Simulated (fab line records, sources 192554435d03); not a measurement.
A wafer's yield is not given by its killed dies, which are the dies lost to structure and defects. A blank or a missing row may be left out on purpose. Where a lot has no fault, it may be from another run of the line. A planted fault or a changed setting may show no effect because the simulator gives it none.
Matching of chambers | flow n5 finfet | N5_HKMG_FIN_STRIP_34 on rie diel-02: 4 sister chambers
The step strips in CF4. 20 wafers are shown with their chamber, then 10 later ones without.

WAFERS WITH THEIR CHAMBER
wafer  | chamber | throttle valve pct (%) | oes product au (a.u.) | showerhead plenum p Torr (Torr)
L075.3 | 0       | 13.45                  | 0.90                  | 1.83
L075.4 | 1       | 13.88                  | 0.73                  | 1.78
L075.5 | 3       | 13.74                  | 0.75                  | 1.80
L076.1 | 0       | 13.45                  | 0.91                  | 1.83
L076.2 | 3       | 13.73                  | 0.75                  | 1.80
L076.5 | 0       | 13.44                  | 0.90                  | 1.83
L078.2 | 3       | 13.75                  | 0.74                  | 1.80
L078.5 | 1       | 13.90                  | 0.72                  | 1.78
L078.6 | 2       | 13.84                  | 0.67                  | 1.69
L083.1 | 3       | 13.76                  | 0.73                  | 1.80
L083.2 | 2       | 13.30                  | 0.92                  | 1.90
L083.5 | 3       | 13.78                  | 0.73                  | 1.80
L086.1 | 2       | 13.30                  | 0.90                  | 1.90
L086.4 | 0       | 13.51                  | 0.86                  | 1.83
L086.5 | 0       | 13.52                  | 0.85                  | 1.82
L090.1 | 1       | 13.95                  | 0.71                  | 1.78
L090.4 | 0       | 13.52                  | 0.84                  | 1.82
L090.6 | 2       | 13.32                  | 0.88                  | 1.90
L094.2 | 1       | 13.96                  | 0.70                  | 1.77
L094.4 | 0       | 13.54                  | 0.84                  | 1.82

SIGNATURES (means of the wafers above)
reading                  | chamber 0 | chamber 1 | chamber 2 | chamber 3 | scatter within a chamber
throttle valve pct       | 13.4900   | 13.9225   | 13.4400   | 13.7520   | 0.12
oes product au           | 0.8714    | 0.7150    | 0.8425    | 0.7400    | 0.0542
showerhead plenum p Torr | 1.8257    | 1.7775    | 1.8475    | 1.8000    | 0.0456
Rule: for a wafer and a chamber, the distance is found by dividing, reading by reading, the gap between the wafer's reading and the chamber's mean by the reading's scatter, squaring, summing and taking the root. If the next closest chamber is less than 2 further off than the closest, the wafer can't be placed; otherwise it belongs to the closest. The scatter: the root of (the sum of the squares of (reading less its chamber's mean) over the shown wafers, divided by (wafers less chambers)).

WAFERS MISSING THEIR CHAMBER
wafer  | throttle valve pct (%) | oes product au (a.u.) | showerhead plenum p Torr (Torr)
L094.5 | 13.53                  | 0.85                  | 1.82
L095.1 | 13.97                  | 0.70                  | 1.77
L095.3 | 13.55                  | 0.84                  | 1.82
L095.6 | 13.54                  | 0.84                  | 1.82
L096.1 | 13.83                  | 0.71                  | 1.79
L096.2 | 13.96                  | 0.70                  | 1.77
L096.4 | 13.56                  | 0.83                  | 1.82
L097.1 | 13.35                  | 0.85                  | 1.89
L097.4 | 13.83                  | 0.72                  | 1.79
L097.6 | 13.83                  | 0.71                  | 1.79

WHICH CHAMBER EACH WENT THROUGH
wafer  | from the rows above          | in truth
L094.5 | can't be placed: 0 or 2      | 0
L095.1 | can't be placed: 1 or 3      | 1
L095.3 | can't be placed: 0 or 2 or 3 | 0
L095.6 | can't be placed: 0 or 2 or 3 | 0
L096.1 | can't be placed: 1 or 3      | 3
L096.2 | can't be placed: 1 or 3      | 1
L096.4 | can't be placed: 0 or 2 or 3 | 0
L097.1 | can't be placed: 2 or 0      | 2
L097.4 | can't be placed: 3 or 1      | 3
L097.6 | can't be placed: 1 or 3      | 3
Correct placement for 0 of the 10. These rows do not allow placing 10 (true chamber among the candidates in 10). 0 placed wrongly.
